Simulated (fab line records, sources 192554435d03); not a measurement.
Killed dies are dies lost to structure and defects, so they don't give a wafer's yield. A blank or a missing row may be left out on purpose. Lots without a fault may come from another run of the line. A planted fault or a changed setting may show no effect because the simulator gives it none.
A struck lot beside a sound one | flow n5_finfet | 14 steps out of a route of 1938
Sound: wafers L244.2, L244.3, L244.5. Struck: wafers L238.1, L238.3, L238.4. The cause comes at the end.
At each step with rows: each side's tool, then ch and its chambers, then its first start. Under that, the readings that differ: sound wafers | struck wafers | difference of the means | sigmas: that difference in standard deviations of wafers without a fault.
alike: readings whose means differ by less than 2 such deviations, and words and numbers that are the same on both sides. not compared: withheld readings, readings that some wafer has no value for, bounds like >300 that may hide the same value, and numbers for which the record gives no deviation and whose values overlap.
The two part at a step that has a row with sigmas, a row that says differs or no value, or rows on one side only. Numbers that don't overlap but have no deviation are shown without sigmas and don't part them. A reading that every wafer of one side lacks parts them only if that side has two wafers or more.

first, 4 steps without rows for these wafers: N5_BEOL_M11_SOFTBAKE_06 (time 60 s); N5_BEOL_M11_EXPOSE_08 (exposes mask M11); N5_BEOL_M11_PEB_09 (peb time 60 s); N5_BEOL_M11_DEVELOP_10 (develop time 30 s).
N5_BEOL_M11_CD_MEAS_11: target cd 64.1 nm.
  sound on cd_sem-01 ch 0, day 15 20:25; struck on cd_sem-03 ch 0, day 15 11:30
  alike: cd_nm
N5_BEOL_M11_OVL_MEAS_12:
  sound on overlay-01 ch 0, day 15 20:26; struck on overlay-02 ch 0, day 15 11:32
  alike: M11_OVL
N5_BEOL_M11_INSPECT_13: inspects for defects (brightfield).
  sound on defect_inspect-01, day 15 20:28; struck on defect_inspect-01, day 15 11:33
  alike: raw_defect_count
N5_BEOL_M11_DESCUM_16: chemistry O2, time 7.9 s.
  sound on rie_diel-01 ch 1,3, day 15 20:30; struck on rie_diel-04 ch 1,2,3, day 15 11:35
  alike: drypump_motor_current_A, oes_product_au, rf_vpp_V, showerhead_plenum_p_Torr, throttle_valve_pct
  not compared: rf_hours_counter_h
N5_BEOL_M11_ETCH_61: etches SiARC in CF4, target depth 39 nm, time 65 s.
  sound on rie_diel-01 ch 1,3, day 15 20:32; struck on rie_diel-04 ch 1,2,3, day 15 11:37
  reading    | sound             | struck            | difference | sigmas
  bias_w (W) | 35.71 35.96 35.94 | 36.21 35.92 36.07 | +0.20      | +2
  alike: drypump_motor_current_A, etch_rf_on_time_s, oes_product_au, rf_vpp_V, showerhead_plenum_p_Torr, throttle_valve_pct
  not compared: rf_hours_counter_h
N5_BEOL_M11_ETCH_62: etches SOC in N2/H2, target depth 110 nm, overetch 22 nm, time 165 s.
  sound on rie_diel-01 ch 1,3, day 15 20:35; struck on rie_diel-04 ch 1,2,3, day 15 11:40
  alike: bias_w, drypump_motor_current_A, oes_product_au, rf_vpp_V, showerhead_plenum_p_Torr, throttle_valve_pct
  not compared: rf_hours_counter_h
then, 1 step without rows for these wafers: N5_BEOL_M11_STRIP_68 (strips in N2/H2).
N5_BEOL_M11_STRIP_67: strips in CF4.
  sound on rie_diel-01 ch 1,3, day 15 20:44; struck on rie_diel-04 ch 1,2,3, day 15 11:49
  alike: drypump_motor_current_A, oes_product_au, rf_vpp_V, showerhead_plenum_p_Torr, throttle_valve_pct
  not compared: rf_hours_counter_h
N5_BEOL_M11_HM_OPEN_17: chemistry Cl2/BCl3, target TiN, target depth 20 nm, overetch 6 nm.
  sound on rie_metal-03 ch 0,1, day 15 20:46; struck on rie_metal-02 ch 0,1, day 15 11:52
  reading                                   | sound             | struck            | difference | sigmas
  model.SOC_of_BEOL_M11_COAT_59.thk_nm (nm) | 91.8 92.2 92      | 93.6 93.6 93.8    | +1.7       |
  model.etch.depth_nm (nm)                  | 20.19 20.33 20.42 | 19.63 19.79 19.92 | -0.53      |
  alike: bias_w, drypump_motor_current_A, oes_product_au, throttle_valve_pct
  not compared: rf_hours_counter_h
N5_BEOL_M11_STRIP_19: strips in O2.
  sound on rie_diel-04 ch 1,3, day 15 20:59; struck on rie_diel-04 ch 1,2,3, day 15 11:58
  alike: drypump_motor_current_A, oes_product_au, rf_vpp_V, showerhead_plenum_p_Torr, throttle_valve_pct
  not compared: rf_hours_counter_h

WHERE THEY PART
Only at N5_BEOL_M11_ETCH_61, within this record. Later steps at which nothing parts them and some readings are alike: N5_BEOL_M11_ETCH_62, N5_BEOL_M11_STRIP_67, N5_BEOL_M11_HM_OPEN_17, N5_BEOL_M11_STRIP_19.

WHY: what the simulator had put in
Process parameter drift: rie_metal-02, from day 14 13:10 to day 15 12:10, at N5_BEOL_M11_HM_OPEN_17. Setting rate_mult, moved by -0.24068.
